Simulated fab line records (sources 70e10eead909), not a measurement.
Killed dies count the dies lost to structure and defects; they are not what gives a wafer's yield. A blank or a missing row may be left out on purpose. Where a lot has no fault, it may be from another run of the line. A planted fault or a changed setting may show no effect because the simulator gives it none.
Matching of chambers	flow nandHarc	cmp-04 running NHARC_A_BONDPAD_CMP_29: 3 sister chambers
The step polishes SiCN, target thk 200 nm. 3 wafers are shown with their chamber, then 7 later ones without.

== WAFERS WITH THEIR CHAMBER ==
wafer	chamber	motorCurrentA (A)
L764.1	2	10.9
L764.3	0	12.1
L764.4	3	13.2

== WAFERS WHOSE CHAMBER IS MISSING ==
wafer	motorCurrentA (A)
L765.2	10.8
L765.4	13.3
L765.6	13.6
L770.1	11.7
L770.5	12.0
L772.1	13.6
L772.5	11.3

== EACH ONE'S CHAMBER ==
wafer	from the rows above	in truth
L765.2	2	2
L765.4	3	3
L765.6	3	3
L770.1	can't be placed: 0 or 2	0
L770.5	0	0
L772.1	3	3
L772.5	can't be placed: 2 or 0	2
5 of 7 placed correctly. Can't be placed from these rows: 2 (the true chamber is among the candidates in 2). Wrongly placed: 0.
How it was worked out, from the rows above alone: a wafer's distance from a chamber is the root of the sum, over the readings, of the square of ((its reading less the chamber's mean) divided by the reading's scatter). If the next closest chamber is less than 2 further off than the closest, the wafer can't be placed; otherwise it belongs to the closest. The mean given for a chamber averages the wafers shown for that chamber. The scatter: with one shown wafer a chamber, the root of the mean of the squares of how far each hidden wafer lies from its nearest shown one.
